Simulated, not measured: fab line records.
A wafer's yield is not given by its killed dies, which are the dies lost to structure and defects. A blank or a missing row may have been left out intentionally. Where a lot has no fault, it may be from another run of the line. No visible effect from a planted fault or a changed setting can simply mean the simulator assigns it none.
Comparing a struck lot with a sound one / flow nand harc / 16 steps out of a route of 1302
Sound: these wafers, L444.3, L444.4, L444.6. Struck: wafer L449.4 (left out: L449.5, L449.6 of the same lot, which were not struck); the cause appears at the end.
Per side, at each step with rows, come the tool, then ch with its chambers, and then its first start. Under that, the readings that differ: sound wafers / struck wafers / difference of the means / sigmas: that difference in standard deviations of wafers without a fault.
alike: same words and numbers on both sides, and readings whose means sit less than 2 such deviations apart. not compared: any withheld reading, any reading some wafer has no value for, any bound like >300 that may hide the same value, and any number with overlapping values for which the record gives no deviation.
Wherever a step has rows on one side only, a row that says differs or no value, or a row with sigmas, the two part there. When numbers do not overlap yet have no deviation, they are printed without sigmas and do not part them. A reading that every wafer of one side lacks parts them only if that side has two wafers or more.

NHARC_A_ONON_D2_THK_MEAS_08: measures by ellipsometry.
  sound on film metro-02 at day 13 20:49; struck on film metro-01 at day 16 15:37
  alike: thk nm
after that, 1 step with no rows for these wafers: NHARC_A_ONON_D2_DEP_09 (target thk 1000 nm).
NHARC_A_ONON_D2_THK_MEAS_11: measures by ellipsometry.
  sound on film metro-01 at day 13 21:23; struck on film metro-01 at day 16 16:11
  alike: thk nm
after that, 1 step with no rows for these wafers: NHARC_A_ONON_D2_DEP_12 (target thk 1000 nm).
NHARC_A_ONON_D2_THK_MEAS_14: measures by ellipsometry.
  sound on film metro-01 at day 13 21:57; struck on film metro-01 at day 16 16:45
  alike: thk nm
then, 2 steps without rows for these wafers: NHARC_A_ONON_D2_ANNEAL_15 (time 3600 s); NHARC_A_ONON_D2_DEP_16 (target thk 1000 nm).
NHARC_A_ONON_D2_THK_MEAS_18: measures by ellipsometry.
  sound on film metro-01 at day 14 05:58; struck on film metro-01 at day 17 01:05
reading=thk nm (nm); sound=1010 1014 1011; struck=980; difference=-32; sigmas=-3
after that, 1 step with no rows for these wafers: NHARC_A_ONON_D2_DEP_19 (target thk 1000 nm).
NHARC_A_ONON_D2_THK_MEAS_21: measures by ellipsometry.
  sound on film metro-02 at day 14 06:32; struck on film metro-01 at day 17 01:38
  alike: thk nm
after that, 1 step with no rows for these wafers: NHARC_A_ONON_D2_DEP_22 (target thk 1000 nm).
NHARC_A_ONON_D2_THK_MEAS_24: measures by ellipsometry.
  sound on film metro-01 at day 14 07:07; struck on film metro-01 at day 17 02:13
  alike: thk nm
NHARC_A_ONON_D2_DEP_25: target thk 1000 nm.
  sound on pecvd onon-03 ch 0, day 14 07:17; struck on pecvd onon-03 ch 0, day 17 02:26
  alike: n2 flow sccm
NHARC_A_ONON_D2_THK_MEAS_27: measures by ellipsometry.
  sound on film metro-01 at day 14 07:40; struck on film metro-01 at day 17 02:47
reading=thk nm (nm); sound=1005 1005 1003; struck=1425; difference=+421; sigmas=+47
after that, 1 step with no rows for these wafers: NHARC_A_ONON_D2_DEP_28 (target thk 1000 nm).
-- jump in the record: it breaks off in module A_ONON_D2 and resumes in module END (first step shown: number 1302 of the route), and 13 days separate the struck wafers' starts before and after --
NHARC_END_SORT_01:
  sound on prober-01 ch 0, day 25 20:13; struck on prober-02 ch 0, day 29 20:30
reading=killed at array; sound=44 46 52; struck=672; difference=+625; sigmas=+39
reading=killed dies; sound=49 53 54; struck=677; difference=+625; sigmas=+39
  alike: killed at other, killed at periphery, killed open, killed short

== WHERE THEY PART ==
Earliest at NHARC_A_ONON_D2_THK_MEAS_18; latest, in this record, at NHARC_END_SORT_01.

WHY: whatever the simulator had introduced
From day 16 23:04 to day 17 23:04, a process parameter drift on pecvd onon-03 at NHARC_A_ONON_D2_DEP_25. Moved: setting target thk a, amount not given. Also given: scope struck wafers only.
